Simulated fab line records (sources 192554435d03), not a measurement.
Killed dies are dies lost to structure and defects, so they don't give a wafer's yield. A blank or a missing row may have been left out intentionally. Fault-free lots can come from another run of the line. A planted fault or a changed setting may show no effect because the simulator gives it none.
Split-lot experiment + flow n5-finfet + route with 1938 steps; 7 lots, 21 wafers read

SPLIT DETAILS
At N5_BEOL_M10_COAT_63 (time 60 s, resist thk 100 nm), the setting spin-rpm was moved away from the recipe's 1500 rpm on 9 of the 21 wafers read, by -10.3% to +9.3%. For the rest of the wafers, this setting stayed at what the recipe calls for.

FROM THE SPLIT TO THE READING: what the file shows between them, 6 steps
- N5_BEOL_M10_COAT_64: time 60 s, resist thk 30 nm
- N5_BEOL_M10_COAT_22: resist thk 90 nm
- N5_BEOL_M10_DESCUM_33: chemistry O2, time 7.9 s
- N5_BEOL_M10_ETCH_65: etches SiARC in CF4, target depth 39 nm, time 65 s
- N5_BEOL_M10_ETCH_66: etches SOC in N2/H2, target depth 120 nm, overetch 24 nm, time 180 s
- N5_BEOL_M10_STRIP_69: strips in N2/H2

THE READING
SOC_of_BEOL_M10_COAT_63.thk-nm (the simulator's own value, which no gauge read), in nm, at N5_BEOL_M10_VIA_ETCH_34 (etches SiCOH lowk in C4F6/O2, target depth 184.5 nm, time 69.2 s). The file gives no usual value for it. Average 92.1 nm, standard deviation 0.36 nm, over the 12 wafers here run with the recipe.

| wafer  | tool, chamber at the split | spin-rpm as run, rpm | against the recipe | SOC_of_BEOL_M10_COAT_63.thk-nm, nm | against lot-mates on the recipe |
|--------|----------------------------|----------------------|--------------------|------------------------------------|---------------------------------|
| L079.1 | litho-track-03, 0          | 1500                 | recipe             | 92                                 | -                               |
| L079.2 | litho-track-03, 0          | 1500                 | recipe             | 91.8                               | -                               |
| L079.5 | litho-track-03, 0          | 1500                 | recipe             | 91.6                               | -                               |
| L081.2 | litho-track-03, 0          | 1500                 | recipe             | 92                                 | -                               |
| L081.3 | litho-track-03, 0          | 1500                 | recipe             | 92.4                               | -                               |
| L081.6 | litho-track-03, 0          | 1500                 | recipe             | 91.8                               | -                               |
| L083.4 | litho-track-03, 0          | 1500                 | recipe             | 92.2                               | -                               |
| L083.5 | litho-track-03, 0          | 1500                 | recipe             | 92.8                               | -                               |
| L083.6 | litho-track-03, 0          | 1554                 | +3.6%              | 90.4                               | -2.1                            |
| L089.1 | litho-track-04, 0          | 1639                 | +9.3%              | 87.6                               | -4.4                            |
| L089.4 | litho-track-04, 0          | 1500                 | recipe             | 92                                 | -                               |
| L089.6 | litho-track-04, 0          | 1639                 | +9.3%              | 87.8                               | -4.2                            |
| L091.1 | litho-track-04, 0          | 1455                 | -3.0%              | 93.8                               | +1.6                            |
| L091.3 | litho-track-04, 0          | 1455                 | -3.0%              | 93.4                               | +1.2                            |
| L091.4 | litho-track-04, 0          | 1500                 | recipe             | 92.2                               | -                               |
| L094.1 | litho-track-03, 0          | 1500                 | recipe             | 92                                 | -                               |
| L094.4 | litho-track-03, 0          | 1596                 | +6.4%              | 89.2                               | -2.8                            |
| L094.6 | litho-track-03, 0          | 1596                 | +6.4%              | 89.2                               | -2.8                            |
| L095.1 | litho-track-03, 0          | 1500                 | recipe             | 92.8                               | -                               |
| L095.3 | litho-track-03, 0          | 1345                 | -10.3%             | 98                                 | +5.2                            |
| L095.6 | litho-track-03, 0          | 1345                 | -10.3%             | 98.4                               | +5.6                            |

THE FIT
A straight line over all 21 wafers: SOC_of_BEOL_M10_COAT_63.thk-nm changes by -0.524 nm for each +1% of spin-rpm; r = -0.99; the points scatter about the line by 0.39 nm.
The same after taking each lot's own level away (the mean of its wafers on the recipe; 21 wafers): -0.489 nm for each +1%; r = -0.99; scatter 0.25 nm.
According to that fit, moving spin-rpm by its largest amount changes the reading by 5.1 nm.
The lots' own levels span 91.80 to 92.80 nm, that is 2.8 times the standard deviation above.
Consequently the slope shifts little with the lot-to-lot level, the two slopes agreeing.
Check: with one of the wafers moved furthest among these (-10.3%) left out of the fit, the line predicts +5.08 nm for it against its lot-mates. Against them it came out at +5.2 nm.

THE WHOLE CHAIN: every reading that the file lists as answering this split, in the file's order
| step                    | what it does                                                         | reading                                                                         | change (the file's fit)               | r (the file's) |
|-------------------------|----------------------------------------------------------------------|---------------------------------------------------------------------------------|---------------------------------------|----------------|
| N5_BEOL_M10_COAT_63     | time 60 s, resist thk 100 nm                                         | SOC_of_BEOL_M10_COAT_63.thk-nm (the simulator's own value, which no gauge read) | -0.5 nm for each +1% of the setting   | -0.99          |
| N5_BEOL_M10_ETCH_66     | etches SOC in N2/H2, target depth 120 nm, overetch 24 nm, time 180 s | etch.depth-nm (the simulator's own value, which no gauge read)                  | -0.496 nm for each +1% of the setting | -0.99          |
| N5_BEOL_M10_VIA_ETCH_34 | etches SiCOH lowk in C4F6/O2, target depth 184.5 nm, time 69.2 s     | SOC_of_BEOL_M10_COAT_63.thk-nm (the simulator's own value, which no gauge read) | -0.49 nm for each +1% of the setting  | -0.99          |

FILE'S OWN FIT
SOC_of_BEOL_M10_COAT_63.thk-nm changes by -0.49 nm for each +1% of spin-rpm, r = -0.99.
